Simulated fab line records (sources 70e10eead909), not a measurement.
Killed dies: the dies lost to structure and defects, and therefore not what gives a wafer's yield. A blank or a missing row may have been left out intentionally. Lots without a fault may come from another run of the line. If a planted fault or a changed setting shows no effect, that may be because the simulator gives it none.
Which of the tools did it? -- flow nand-harc -- 13 lots, 39 wafers sampled, at 5 steps of a route of 1159

== WHAT THE GAUGES SHOWED, per wafer ==
NHARC_END_SORT_01. Usual: defect-limited-yield 96.2 %, standard deviation 1.3; killed-at-array 21, standard deviation 8.9; killed-at-other 0.8, standard deviation 1.3; killed-at-periphery 3.6, standard deviation 2.4; killed-dies 26, standard deviation 8.9; killed-open 3.1, standard deviation 1.8; killed-short 1.9, standard deviation 1.3; sort_bin_2_pct 1.2 %, standard deviation 0.54; sort_bin_3_pct 0.21 %, standard deviation 0.17; sort_bin_4_pct 2.4 %, standard deviation 0.91; sort-n-pass 651, standard deviation 8.9; sort-rim-yield-pct 95.0 %, standard deviation 2.8; sort-yield-pct 96.2 %, standard deviation 1.3.
lot,measured,on,defect-limited-yield (%),killed-at-array,killed-at-other,killed-at-periphery,killed-dies,killed-open,killed-short,sort_bin_2_pct (%),sort_bin_3_pct (%),sort_bin_4_pct (%),sort-n-pass,sort-rim-yield-pct (%),sort-yield-pct (%),flag
L710,day 22 13:22,prober-02,94.8 0 0,30 33 23,2 640 650,3 4 4,35 677 677,1 2 1,3 2 2,2.5 96.0 96.6,0.44 0.30 0.30,2.2 3.7 3.1,642 0 0,91.5 0 0,94.8 0 0,OFF
L714,day 22 12:31,prober-01,97.3 97.3 96.9,15 8 8,0 1 7,3 9 6,18 18 21,5 2 2,0 1 0,1.0 0.7 1.2,0.15 0.44 0,1.5 1.5 1.9,659 659 656,95.3 95.3 97.2,97.3 97.3 96.9,
L713,day 22 19:32,prober-01,94.2 92.9 95.9,30 40 28,2 0 0,7 8 0,39 48 28,4 5 4,1 2 0,1.2 2.5 1.5,0.15 0.30 0.30,4.4 4.3 2.4,638 629 649,96.2 92.5 93.4,94.2 92.9 95.9,
L712,day 23 00:34,prober-02,95.9 96.2 0,24 20 13,0 2 659,4 4 5,28 26 677,3 6 6,4 1 2,1.2 1.3 98.1,0.44 0.15 0.30,2.5 2.4 1.6,649 651 0,86.8 94.3 0,95.9 96.2 0,OFF
L720,day 23 16:56,prober-01,93.6 95.3 96.3,40 30 25,0 0 0,3 2 0,43 32 25,5 5 2,2 3 2,2.1 1.0 0.9,0.30 0.59 0.15,4.0 3.1 2.7,634 645 652,92.5 99.1 93.4,93.6 95.3 96.3,
L717,day 23 23:44,prober-02,97.0 96.9 97.9,16 16 13,2 0 0,2 5 1,20 21 14,6 6 2,3 2 3,0.6 1.0 0.3,0 0.15 0.30,2.4 1.9 1.5,657 656 663,93.4 99.1 98.1,97.0 96.9 97.9,

== EACH LOT AND THE TOOL THAT RAN IT (in order: tool; ch and the chambers of the sampled wafers; start) ==
lot,NHARC_A_BONDPAD_CMP_19,NHARC_THIN_TSV_DEP_43,NHARC_THIN_TSV_STRIP_62,NHARC_THIN_TSV_ECD_20
L702,"cmp-01 ch 1,2, day 18 10:07","pecvd-04 ch 0,1,2, day 18 22:21","plasma-asher-01 ch 0,1, day 19 01:58","ecd-cu-02 ch 0,1, day 19 02:34"
L701,"cmp-03 ch 1,2,3, day 18 13:04","pecvd-01 ch 0,2, day 18 23:35","plasma-asher-01 ch 0,1, day 19 02:54","ecd-cu-02 ch 0,1, day 19 03:38"
L703,"cmp-01 ch 1,2, day 18 14:34","pecvd-03 ch 0,1,2, day 19 05:44","plasma-asher-01 ch 0, day 19 09:19","ecd-cu-01 ch 1, day 19 09:58"
L706,"cmp-03 ch 1,2, day 18 17:49","pecvd-04 ch 0,1, day 19 07:01","plasma-asher-02 ch 0,1, day 19 10:36","ecd-cu-01 ch 0,1, day 19 11:19"
L704,"cmp-03 ch 1,2,3, day 19 00:25","pecvd-01 ch 0,1,2, day 19 15:13","plasma-asher-02 ch 0,1, day 19 18:30","ecd-cu-02 ch 0, day 19 19:13"
L700,"cmp-03 ch 0,1, day 19 13:23","pecvd-01 ch 0,2, day 20 01:35","plasma-asher-02 ch 0,1, day 20 05:01","ecd-cu-02 ch 0,1, day 20 05:38"
L710,"cmp-03 ch 1,3, day 21 05:05","pecvd-04 ch 0,1, day 21 19:30","plasma-asher-02 ch 0,1, day 21 23:08","ecd-cu-02 ch 0,1, day 21 23:56"
L714,"cmp-01 ch 0,1,2, day 21 09:28","pecvd-01 ch 0,1,2, day 21 20:33","plasma-asher-01 ch 0,1, day 22 00:05","ecd-cu-01 ch 0,1, day 22 00:48"
L713,"cmp-04 ch 1,3, day 21 11:23","pecvd-01 ch 0,2, day 21 23:37","plasma-asher-02 ch 1, day 22 03:14","ecd-cu-01 ch 0,1, day 22 03:56"
L712,"cmp-01 ch 0,1,3, day 21 15:43","pecvd-01 ch 0,2, day 22 08:14","plasma-asher-01 ch 0,1, day 22 12:19","ecd-cu-02 ch 0,1, day 22 12:57"
L720,"cmp-04 ch 0,1,3, day 22 12:36","pecvd-01 ch 1,2, day 23 00:31","plasma-asher-02 ch 0,1, day 23 03:57","ecd-cu-01 ch 0,1, day 23 04:55"
L717,"cmp-01 ch 0,1, day 22 16:05","pecvd-03 ch 0,1,2, day 23 04:35","plasma-asher-01 ch 0,1, day 23 08:16","ecd-cu-01 ch 0, day 23 08:59"
L718,"cmp-01 ch 0,1,2, day 22 19:27","pecvd-01 ch 0,2, day 23 06:08","plasma-asher-01 ch 0,1, day 23 09:31","ecd-cu-01 ch 0,1, day 23 10:14"
- NHARC_A_BONDPAD_CMP_19: polishes, t overpolish 30 s, cu recess touch 16 s, target thk 169.8 nm.
- NHARC_THIN_TSV_DEP_43: deposits SiO2, target thk 1328.5 nm.
- NHARC_THIN_TSV_STRIP_62: strips in N2/H2, time 20 s.
- NHARC_THIN_TSV_ECD_20: material Cu, target thk 2000 nm.

== WHAT THE TOOLS THEMSELVES READ (means of the sampled wafers that have a number; where no wafer has one, the mark that the record gives instead) ==
NHARC_A_BONDPAD_CMP_19. Usual: motor-current-A 12.4 A, standard deviation 1.2; overpolish-run-s 30.001 s, standard deviation 0.0096; retaining-ring-pressure-frac 1.000, standard deviation 0.0046; slurry-filter-dp-kPa 13.50 kPa, standard deviation 0.12.
lot,tool,motor-current-A (A),overpolish-run-s (s),retaining-ring-pressure-frac,slurry-filter-dp-kPa (kPa),flag
L702,cmp-01,12.0,30.002,1.003,13.50,
L701,cmp-03,12.3,30.000,1.001,13.58,
L703,cmp-01,11.6,29.997,1.002,13.56,
L706,cmp-03,12.2,30.005,0.997,13.48,
L704,cmp-03,12.7,29.990,1.001,13.55,
L700,cmp-03,12.6,29.993,1.004,13.60,
L710,cmp-03,11.7,30.007,1.002,13.47,
L714,cmp-01,11.5,30.003,1.000,13.41,
L713,cmp-04,11.7,29.992,0.998,13.52,
L712,cmp-01,12.2,29.999,0.995,13.48,
L720,cmp-04,11.8,29.999,0.995,13.41,
L717,cmp-01,11.7,29.996,1.002,13.36,
L718,cmp-01,11.4,30.011,0.999,13.40,

NHARC_THIN_TSV_DEP_43. Usual: throttle-valve-pct 15.9 %, standard deviation 0.54.
lot,tool,throttle-valve-pct (%),flag
L702,pecvd-04,16.2,
L701,pecvd-01,16.1,
L703,pecvd-03,15.5,
L706,pecvd-04,16.3,
L704,pecvd-01,15.7,
L700,pecvd-01,15.7,
L710,pecvd-04,16.3,
L714,pecvd-01,15.9,
L713,pecvd-01,15.7,
L712,pecvd-01,15.9,
L720,pecvd-01,15.6,
L717,pecvd-03,15.4,
L718,pecvd-01,16.3,

NHARC_THIN_TSV_STRIP_62. Usual: drypump-motor-current-A 5.7 A, standard deviation 0.31; heater-power-w 347 W, standard deviation 34; temp-c 250.02 C, standard deviation 0.17.
lot,tool,drypump-motor-current-A (A),heater-power-w (W),temp-c (C),flag
L702,plasma-asher-01,5.8,335,249.91,
L701,plasma-asher-01,5.9,342,250.08,
L703,plasma-asher-01,6.1,334,250.23,
L706,plasma-asher-02,5.8,385,250.04,
L704,plasma-asher-02,5.5,364,250.17,
L700,plasma-asher-02,5.5,365,250.09,
L710,plasma-asher-02,5.8,380,249.95,
L714,plasma-asher-01,5.8,330,250.00,
L713,plasma-asher-02,5.3,339,249.94,
L712,plasma-asher-01,5.8,326,249.92,
L720,plasma-asher-02,5.8,391,249.73,
L717,plasma-asher-01,5.8,325,250.16,
L718,plasma-asher-01,5.6,329,250.02,

== THE ANSWER, worked out from the rows above alone ==
Rule: a lot is off if the mean of its wafers that have a number lies more than 3 standard deviations from the usual mean. Also off: a lot with no number at a reading for which 4 or more lots have one. Where the step has rows for the other lots, those lots are counted as sound. First the gauges in route order, then the tools' own readings, where a lot's mean is used as printed above. The first step at which some lot is off is used, and at that step the reading that is off furthest; a lot without a number counts as furthest.
Off at NHARC_END_SORT_01 (killed-at-other): L710, L712. Neither off nor sound, because the step has no rows for them: L702, L701, L703, L706, L704, L700, L718.
A tool fits if, at a process step before that reading, it ran every lot that is off, and no sound lot after the first of them. Those tools and the gauges at NHARC_END_SORT_01 are tried in the same way. One fits: NHARC_THIN_TSV_ECD_20 on ecd-cu-02. It ran no sound lot before its first lot that is off in this sample, so the start can't be narrowed down.

== WHAT WAS PUT IN BY THE SIMULATOR ==
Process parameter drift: ecd-cu-02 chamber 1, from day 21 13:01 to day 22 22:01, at NHARC_THIN_TSV_ECD_20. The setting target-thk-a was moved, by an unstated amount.
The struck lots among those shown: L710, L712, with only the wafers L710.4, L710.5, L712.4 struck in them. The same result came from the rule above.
